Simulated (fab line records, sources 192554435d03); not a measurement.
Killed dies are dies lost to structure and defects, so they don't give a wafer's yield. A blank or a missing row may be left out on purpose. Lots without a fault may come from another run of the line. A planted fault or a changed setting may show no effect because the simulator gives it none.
Split-lot experiment | flow n5_finfet | 7 lots, 36 wafers read, on a route of 1938 steps

THE SPLIT
At N5_BEOL_M11_TRENCH_ETCH_37 (etches SiCOH lowk in C4F6/O2, target depth 148.83 nm, time 48 s), the setting time_s was moved away from the recipe's 48 s on 13 of the 36 wafers read, by -55.0% to -17.2%. The other wafers ran this setting at the recipe's value.

FROM THE SPLIT TO THE READING: what the file shows between them, 11 steps
- N5_BEOL_M11_ETCH_41: etches SiCN in CH3F/O2, target depth 42.6 nm, time 86 s
- N5_BEOL_M11_STRIP_77: strips in N2/H2, time 10 s
- N5_BEOL_M11_OCD_MEAS_38
- N5_BEOL_M11_HM_STRIP_39: strips TiN in peroxide tin strip, target depth 25 nm, time 158 s
- N5_BEOL_M11_SRD_40: time 30 s
- N5_BEOL_M11_ECD_50: material Cu, target thk 318 nm
- N5_BEOL_M11_ANNEAL_51: time 90 s
- N5_BEOL_M11_CMP_52: polishes, stops on SiCOH lowk, t overpolish 7 s, target thk 140 nm
- N5_BEOL_M11_THK_MEAS_53: measures by xrf
- N5_BEOL_M11_PRE_CLEAN_55: time 15 s
- N5_BEOL_M11_DEP_56: deposits SiCN from 3MS/NH3, target thk 30 nm, time 10.5 s

THE READING
M11_RS, in ohm/sq, at N5_BEOL_M11_RS_MEAS_57 (measures by four-point-probe). Fault-free wafers of this fab line usually give 0.152 ohm/sq, standard deviation 0.0034 ohm/sq.

wafer  | tool, chamber at the split | time_s as run, s | against the recipe | M11_RS, ohm/sq | against lot-mates on the recipe
L075.2 | rie_diel-03, 1             | 48               | recipe             | 0.157          | -
L075.4 | rie_diel-03, 0             | 48               | recipe             | 0.155          | -
L075.6 | rie_diel-03, 1             | 33.44            | -30.3%             | 0.244          | +0.088
L081.1 | rie_diel-03, 1             | 21.61            | -55.0%             | 0.453          | +0.296
L081.2 | rie_diel-03, 0             | 48               | recipe             | 0.157          | -
L081.3 | rie_diel-03, 2             | 21.61            | -55.0%             | 0.437          | +0.280
L081.4 | rie_diel-03, 3             | 48               | recipe             | 0.156          | -
L081.5 | rie_diel-03, 3             | 48               | recipe             | 0.157          | -
L081.6 | rie_diel-03, 2             | 21.61            | -55.0%             | 0.429          | +0.272
L084.1 | rie_diel-06, 0             | 48               | recipe             | 0.152          | -
L084.2 | rie_diel-06, 3             | 48               | recipe             | 0.146          | -
L084.3 | rie_diel-06, 2             | 29.41            | -38.7%             | 0.282          | +0.133
L084.4 | rie_diel-06, 1             | 48               | recipe             | 0.148          | -
L084.5 | rie_diel-06, 3             | 29.41            | -38.7%             | 0.267          | +0.118
L084.6 | rie_diel-06, 0             | 29.41            | -38.7%             | 0.278          | +0.129
L086.1 | rie_diel-03, 1             | 48               | recipe             | 0.159          | -
L086.2 | rie_diel-03, 3             | 48               | recipe             | 0.155          | -
L086.3 | rie_diel-03, 2             | 48               | recipe             | 0.153          | -
L086.4 | rie_diel-03, 0             | 35.99            | -25.0%             | 0.221          | +0.065
L086.5 | rie_diel-03, 0             | 35.99            | -25.0%             | 0.227          | +0.071
L086.6 | rie_diel-03, 3             | 35.99            | -25.0%             | 0.218          | +0.062
L090.1 | rie_diel-06, 3             | 48               | recipe             | 0.149          | -
L090.2 | rie_diel-06, 0             | 48               | recipe             | 0.153          | -
L090.3 | rie_diel-06, 1             | 48               | recipe             | 0.149          | -
L090.4 | rie_diel-06, 2             | 48               | recipe             | 0.154          | -
L090.5 | rie_diel-06, 0             | 48               | recipe             | 0.152          | -
L090.6 | rie_diel-06, 3             | 48               | recipe             | 0.150          | -
L092.1 | rie_diel-05, 3             | 48               | recipe             | 0.152          | -
L092.2 | rie_diel-05, 2             | 39.76            | -17.2%             | 0.187          | +0.037
L092.3 | rie_diel-05, 1             | 48               | recipe             | 0.149          | -
L092.4 | rie_diel-05, 0             | 39.76            | -17.2%             | 0.192          | +0.042
L092.5 | rie_diel-05, 1             | 39.76            | -17.2%             | 0.186          | +0.036
L092.6 | rie_diel-05, 2             | 48               | recipe             | 0.150          | -
L096.1 | rie_diel-03, 1             | 48               | recipe             | 0.149          | -
L096.3 | rie_diel-03, 2             | 48               | recipe             | 0.153          | -
L096.6 | rie_diel-03, 0             | 48               | recipe             | 0.156          | -

THE FIT
A straight line over all 36 wafers: M11_RS changes by -0.00432 ohm/sq for each +1% of time_s; r = -0.95; the points scatter about the line by 0.026 ohm/sq.
The same after taking each lot's own level away (the mean of its wafers on the recipe; 36 wafers): -0.00429 ohm/sq for each +1%; r = -0.96; scatter 0.025 ohm/sq.
On that fit, the largest move of time_s shifts the reading by 0.24 ohm/sq.
The lots' own levels span 0.1487 to 0.1567 ohm/sq, that is 2.4 times the standard deviation above.
So the lot-to-lot level changes the slope little: the two slopes agree.
Check: with one of the wafers moved furthest among these (-55.0%) left out of the fit, the line predicts +0.214 ohm/sq for it against its lot-mates. It came out at +0.296 ohm/sq against them.

THE WHOLE CHAIN: every reading that the file lists as answering this split, in the file's order
step                       | what it does                                                       | reading                                                                           | change (the file's fit)                | r (the file's)
N5_BEOL_M11_TRENCH_ETCH_37 | etches SiCOH lowk in C4F6/O2, target depth 148.83 nm, time 48 s    | etch.depth_nm (the simulator's own value, which no gauge read)                    | +1.47 nm for each +1% of the setting   | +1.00
N5_BEOL_M11_TRENCH_ETCH_37 | etches SiCOH lowk in C4F6/O2, target depth 148.83 nm, time 48 s    | BEOL_M11.feature_depth_nm (the simulator's own value, which no gauge read)        | +1.47 nm for each +1% of the setting   | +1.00
N5_BEOL_M11_TRENCH_ETCH_37 | etches SiCOH lowk in C4F6/O2, target depth 148.83 nm, time 48 s    | TiN_of_BEOL_M11_HM_DEP_02.thk_nm (the simulator's own value, which no gauge read) | -0.0401 nm for each +1% of the setting | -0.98
N5_BEOL_M11_OCD_MEAS_38    |                                                                    | trench_depth_nm                                                                   | +1.48 nm for each +1% of the setting   | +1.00
N5_BEOL_M11_CMP_52         | polishes, stops on SiCOH lowk, t overpolish 7 s, target thk 140 nm | Cu_of_BEOL_M11_ECD_50.thk_nm (the simulator's own value, which no gauge read)     | +1.47 nm for each +1% of the setting   | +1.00
N5_BEOL_M11_THK_MEAS_53    | measures by xrf                                                    | M11_THK                                                                           | +1.45 for each +1% of the setting      | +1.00
N5_BEOL_M11_RS_MEAS_57     | measures by four-point-probe                                       | M11_RS                                                                            | -0.0041 for each +1% of the setting    | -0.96

THE FILE'S OWN FIT
M11_RS changes by -0.0041 ohm/sq for each +1% of time_s, r = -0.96.
